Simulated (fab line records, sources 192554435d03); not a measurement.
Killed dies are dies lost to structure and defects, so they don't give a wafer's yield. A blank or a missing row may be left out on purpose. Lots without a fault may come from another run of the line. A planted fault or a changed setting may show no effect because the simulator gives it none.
Which tool did it? | flow n5_finfet | 10 lots, 30 wafers sampled, at 3 steps of a route of 1938

WHAT THE GAUGES READ, wafer by wafer
N5_PASSIVATION_OVL_MEAS_63.
lot  | measured     | on         | PAD_OVL (nm)
L671 | day 12 10:29 | overlay-02 | -5 -6 0
L673 | day 12 18:35 | overlay-01 | -10 -3 -7
L672 | day 12 17:55 | overlay-02 | 0 1 -5
L675 | day 13 11:02 | overlay-02 | -1 -1 -4
L678 | day 13 15:40 | overlay-02 | 2 -5 0
L680 | day 14 18:50 | overlay-02 | 2 2 -8
L687 | day 15 20:02 | overlay-01 | 2 -10 -14
L690 | day 16 23:15 | overlay-02 | 3 4 3
L691 | day 17 15:04 | overlay-02 | -4 -3 0
L693 | day 17 23:26 | overlay-02 | 0 -3 8

WHICH TOOL RAN EACH LOT (tool, then ch and the chambers of the sampled wafers, then the start)
lot  | N5_BEOL_M14_ETCH_67                | N5_PASSIVATION_AL_DEP_21
L671 | rie_diel-04 ch 0,1,3, day 11 15:17 | pvd_sputter-03, day 12 09:59
L673 | rie_diel-02 ch 1,2, day 11 16:01   | pvd_sputter-02, day 12 17:57
L672 | rie_diel-04 ch 1,3, day 11 23:10   | pvd_sputter-02, day 12 17:25
L675 | rie_diel-02 ch 0,1,2, day 12 16:40 | pvd_sputter-02, day 13 10:25
L678 | rie_diel-04 ch 1,2,3, day 12 19:53 | pvd_sputter-02, day 13 15:10
L680 | rie_diel-02 ch 0,1,3, day 13 23:18 | pvd_sputter-03, day 14 18:20
L687 | rie_diel-02 ch 0,3, day 15 03:17   | pvd_sputter-03, day 15 19:25
L690 | rie_diel-02 ch 0,1,3, day 16 05:20 | pvd_sputter-01, day 16 22:37
L691 | rie_diel-05 ch 1,2,3, day 16 19:48 | pvd_sputter-03, day 17 14:34
L693 | rie_diel-05 ch 0,2,3, day 17 00:58 | pvd_sputter-03, day 17 22:47
- N5_BEOL_M14_ETCH_67: etches SiARC in CF4, target depth 143 nm, time 238.3 s.
- N5_PASSIVATION_AL_DEP_21: deposits Al, target thk 2800 nm, time 170 s.

THE ANSWER, worked out from the rows above alone
Rule: what is usual is taken from the lots themselves. Put in order of their means at a reading, lots are off if they are a third of the lots or fewer, leave a main group of 4 or more, and stand apart from it by a gap of 3 or more times the standard deviation of the main group's means; of several such gaps the widest counts. A main group whose means are all the same, to the digits that the tables above print for the reading, isn't used. A lot without any number at a reading at which 4 lots or more have one is off too. The other lots that the step has rows for count as sound.
No lot is off at any reading shown: from this, nothing can be told.

WHAT THE SIMULATOR HAD PUT IN
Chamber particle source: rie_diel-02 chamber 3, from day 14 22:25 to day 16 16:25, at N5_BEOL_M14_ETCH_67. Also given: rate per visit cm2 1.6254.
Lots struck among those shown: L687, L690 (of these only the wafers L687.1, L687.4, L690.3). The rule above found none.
